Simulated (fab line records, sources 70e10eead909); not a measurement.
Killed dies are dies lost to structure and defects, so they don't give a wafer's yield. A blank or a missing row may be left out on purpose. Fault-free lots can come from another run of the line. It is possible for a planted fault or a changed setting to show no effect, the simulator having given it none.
Which of the tools did it? | flow nandHarc | 13 lots with 37 wafers sampled at 5 steps, on a route of 1302 steps

WHAT EACH GAUGE READ, for each wafer
NHARC_END_SORT_01. Usual: killedAtArray 50, standard deviation 16; killedAtOther 0.8, standard deviation 1; killedAtPeriphery 4, standard deviation 3.1; killedDies 54, standard deviation 16; killedOpen 3.2, standard deviation 2; killedShort 2.5, standard deviation 1.6.
lot  | measured     | on        | killedAtArray | killedAtOther | killedAtPeriphery | killedDies | killedOpen | killedShort | flag
L635 | day 28 11:12 | prober-02 | 44 45         | 0 0           | 8 9               | 52 54      | 4 3        | 4 4         | 
L642 | day 31 22:51 | prober-02 | 53 68 76      | 0 0 0         | 6 6 6             | 59 74 82   | 4 3 3      | 3 0 4       | 

WHICH TOOL RAN EACH LOT (tool, then ch and the chambers of the sampled wafers, then the start)
lot  | NHARC_A_STAIRCASE_ETCH_199                   | NHARC_A_STAIRCASE_DESCUM_219      | NHARC_A_STAIRCASE_ETCH_230        | NHARC_A_STAIRCASE_ETCH_236
L626 | rieDiel-03 ch 0,1,3, day 15 22:33 or earlier | rieDiel-03 ch 0,2,3, day 15 22:33 | rieDiel-03 ch 1,2,3, day 16 01:05 | rieDiel-03 ch 1,2,3, no start
L625 | rieDiel-07 ch 0,1, day 16 09:00 or earlier   | rieDiel-13 ch 0,1,3, day 16 09:00 | rieDiel-03 ch 1,2, day 16 10:21   | rieDiel-03 ch 0,1, no start
L628 | rieDiel-07 ch 1,2,3, day 16 17:10 or earlier | rieDiel-07 ch 0,2,3, day 16 17:10 | rieDiel-03 ch 0,1,2, day 16 18:28 | rieDiel-03 ch 0,2,3, no start
L629 | rieDiel-03 ch 0,1,3, day 17 19:29 or earlier | rieDiel-13 ch 0,1,2, day 17 19:29 | rieDiel-13 ch 0,2,3, day 17 20:47 | rieDiel-13 ch 1,3, no start
L634 | rieDiel-07 ch 1,3, day 20 05:33 or earlier   | rieDiel-07 ch 1,3, day 20 05:33   | rieDiel-13 ch 1,3, day 20 07:05   | rieDiel-13 ch 1,2, no start
L635 | rieDiel-07 ch 2,3, day 20 09:00 or earlier   | rieDiel-07 ch 1,3, day 20 09:00   | rieDiel-13 ch 3, day 20 10:18     | rieDiel-13 ch 0,3, day 28 11:12 or earlier
L640 | rieDiel-07 ch 0,2,3, day 22 14:56 or earlier | rieDiel-13 ch 2,3, day 22 14:56   | rieDiel-03 ch 0,1, day 22 16:18   | rieDiel-03 ch 0,1, no start
L641 | rieDiel-03 ch 0,1,2, day 22 14:46 or earlier | rieDiel-07 ch 2,3, day 22 14:46   | rieDiel-03 ch 0,1,2, day 22 16:22 | rieDiel-03 ch 0,1,3, no start
L642 | rieDiel-03 ch 1,2, day 23 13:28 or earlier   | rieDiel-03 ch 1,3, day 23 13:28   | rieDiel-07 ch 0,1,2, day 23 14:47 | rieDiel-07 ch 0,3, day 31 22:51 or earlier
L644 | rieDiel-07 ch 1,2,3, day 23 18:05 or earlier | rieDiel-07 ch 1,2,3, day 23 18:05 | rieDiel-03 ch 0,1,3, day 23 19:23 | rieDiel-03 ch 0,1,2, no start
L645 | rieDiel-07 ch 1,2,3, day 24 14:26 or earlier | rieDiel-13 ch 0,2,3, day 24 14:26 | rieDiel-13 ch 1,2, day 24 15:47   | rieDiel-13 ch 0,1,3, no start
L647 | rieDiel-03 ch 1,2,3, day 25 16:01 or earlier | rieDiel-07 ch 0,1,2, day 25 16:01 | rieDiel-07 ch 0,1,2, day 25 17:19 | rieDiel-07 ch 0,2, no start
L648 | rieDiel-07 ch 0,1,2, day 26 00:19 or earlier | rieDiel-03 ch 0,2,3, day 26 00:19 | rieDiel-07 ch 2,3, day 26 01:39   | rieDiel-07 ch 1,2, no start
- NHARC_A_STAIRCASE_ETCH_199: etches the open film in C4F8/O2, target depth 100 nm, time 40.5 s.
- NHARC_A_STAIRCASE_DESCUM_219: chemistry O2, time 3 s.
- NHARC_A_STAIRCASE_ETCH_230: etches the open film in C4F8/O2, target depth 100 nm, time 40.5 s.
- NHARC_A_STAIRCASE_ETCH_236: etches the open film in C4F8/O2, target depth 100 nm, time 40.5 s.

WHAT THE TOOLS THEMSELVES READ (means of the sampled wafers that have a number; where no wafer has one, the mark that the record gives instead)
NHARC_A_STAIRCASE_ETCH_199. Usual: oesProductAu 0.950 a.u., standard deviation 0.015; rfVppV 895 V, standard deviation 4.8; runLengthS 61.9 s, standard deviation 0.4.
lot  | tool       | oesProductAu (a.u.) | rfVppV (V) | runLengthS (s) | flag
L626 | rieDiel-03 | 0.951               | 893        | 61.7           | 
L625 | rieDiel-07 | 0.956               | 895        | 62.1           | 
L628 | rieDiel-07 | 0.951               | 893        | 62.0           | 
L629 | rieDiel-03 | 0.949               | 893        | 61.8           | 
L634 | rieDiel-07 | 0.939               | 894        | 62.2           | 
L635 | rieDiel-07 | 0.946               | 890        | 62.1           | 
L640 | rieDiel-07 | 0.956               | 895        | 62.2           | 
L641 | rieDiel-03 | 0.939               | 891        | 61.7           | 
L642 | rieDiel-03 | 0.973               | 894        | 61.6           | 
L644 | rieDiel-07 | 0.942               | 899        | 62.1           | 
L645 | rieDiel-07 | 0.962               | 900        | 62.1           | 
L647 | rieDiel-03 | 0.964               | 894        | 61.7           | 
L648 | rieDiel-07 | 0.966               | 893        | 62.0           | 

NHARC_A_STAIRCASE_DESCUM_219. Usual: drypumpMotorCurrentA 5.8 A, standard deviation 0.43; oesProductAu 1.004 a.u., standard deviation 0.011; rfVppV 57.7 V, standard deviation 0.88; showerheadPlenumPTorr 1.90 Torr, standard deviation 0.08; throttleValvePct 11.312 %, standard deviation 0.0086.
lot  | tool       | drypumpMotorCurrentA (A) | oesProductAu (a.u.) | rfVppV (V) | showerheadPlenumPTorr (Torr) | throttleValvePct (%) | flag
L626 | rieDiel-03 | 6.2                      | 1.006               | 58.2       | 1.87                         | 11.316               | 
L625 | rieDiel-13 | 5.7                      | 1.004               | 57.1       | 1.98                         | 11.311               | 
L628 | rieDiel-07 | 5.8                      | 1.004               | 56.8       | 1.83                         | 11.318               | 
L629 | rieDiel-13 | 5.5                      | 0.991               | 58.4       | 1.96                         | 11.322               | 
L634 | rieDiel-07 | 6.2                      | 1.010               | 57.4       | 1.88                         | 11.310               | 
L635 | rieDiel-07 | 6.1                      | 1.000               | 59.3       | 1.88                         | 11.311               | 
L640 | rieDiel-13 | 5.9                      | 1.003               | 57.4       | 1.89                         | 11.315               | 
L641 | rieDiel-07 | 5.8                      | 1.021               | 58.1       | 1.92                         | 11.302               | 
L642 | rieDiel-03 | 5.7                      | 1.005               | 57.7       | 1.90                         | 11.304               | 
L644 | rieDiel-07 | 6.1                      | 1.005               | 57.7       | 1.97                         | 11.305               | 
L645 | rieDiel-13 | 5.8                      | 0.992               | 56.8       | 1.91                         | 11.304               | 
L647 | rieDiel-07 | 6.1                      | 1.009               | 58.8       | 1.89                         | 11.317               | 
L648 | rieDiel-03 | 6.2                      | 1.017               | 57.8       | 1.84                         | 11.307               | 

NHARC_A_STAIRCASE_ETCH_230. Usual: oesProductAu 0.953 a.u., standard deviation 0.017; rfVppV 895 V, standard deviation 4.7; runLengthS 61.9 s, standard deviation 0.39.
lot  | tool       | oesProductAu (a.u.) | rfVppV (V) | runLengthS (s) | flag
L626 | rieDiel-03 | 0.946               | 896        | 61.7           | 
L625 | rieDiel-03 | 0.944               | 895        | 61.7           | 
L628 | rieDiel-03 | 0.978               | 892        | 61.6           | 
L629 | rieDiel-13 | 0.947               | 897        | 61.9           | 
L634 | rieDiel-13 | 0.948               | 900        | 64.0           | OFF
L635 | rieDiel-13 | 0.979               | 898        | 64.0           | OFF
L640 | rieDiel-03 | 0.935               | 892        | 61.9           | 
L641 | rieDiel-03 | 0.958               | 892        | 61.7           | 
L642 | rieDiel-07 | 0.978               | 894        | 62.0           | 
L644 | rieDiel-03 | 0.974               | 892        | 61.6           | 
L645 | rieDiel-13 | 0.939               | 900        | 61.9           | 
L647 | rieDiel-07 | 0.964               | 894        | 61.9           | 
L648 | rieDiel-07 | 0.977               | 896        | 62.0           | 

NHARC_A_STAIRCASE_ETCH_236. Usual: oesProductAu 0.948 a.u., standard deviation 0.011; rfVppV 895 V, standard deviation 5; runLengthS 61.9 s, standard deviation 0.38.
lot  | tool       | oesProductAu (a.u.) | rfVppV (V) | runLengthS (s) | flag
L626 | rieDiel-03 | 0.929               | 895        | 61.7           | 
L625 | rieDiel-03 | 0.935               | 892        | 61.9           | 
L628 | rieDiel-03 | 0.948               | 893        | 61.7           | 
L629 | rieDiel-13 | 0.936               | 902        | 62.1           | 
L634 | rieDiel-13 | 0.943               | 898        | 62.0           | 
L635 | rieDiel-13 | 0.949               | 897        | 61.7           | 
L640 | rieDiel-03 | 0.953               | 890        | 61.8           | 
L641 | rieDiel-03 | 0.944               | 893        | 61.9           | 
L642 | rieDiel-07 | 0.963               | 896        | 62.2           | 
L644 | rieDiel-03 | 0.957               | 892        | 61.7           | 
L645 | rieDiel-13 | 0.946               | 899        | 62.1           | 
L647 | rieDiel-07 | 0.967               | 892        | 62.0           | 
L648 | rieDiel-07 | 0.951               | 895        | 61.8           | 

THE ANSWER, worked out from the rows above alone
Rule: a lot is off if the mean of its wafers that have a number lies more than 3 standard deviations from the usual mean. Also off: a lot with no number at a reading for which 4 or more lots have one. The other lots that the step has rows for count as sound. First the gauges in route order, then the tools' own readings, where a lot's mean is used as printed above. At the first step where some lot is off, the reading lying furthest off is the one used; lots without a number count as furthest.
Off at NHARC_A_STAIRCASE_ETCH_230 (runLengthS): L634, L635.
If a tool, at that step or one of the process steps before it, ran each lot that is off and ran no sound lot following the first of them, it fits. NHARC_A_STAIRCASE_ETCH_199 gives no start for some lots, so the hours and the order of its lots are those of NHARC_A_STAIRCASE_DESCUM_219. None of those tried fits.

WHAT THE SIMULATOR PUT IN
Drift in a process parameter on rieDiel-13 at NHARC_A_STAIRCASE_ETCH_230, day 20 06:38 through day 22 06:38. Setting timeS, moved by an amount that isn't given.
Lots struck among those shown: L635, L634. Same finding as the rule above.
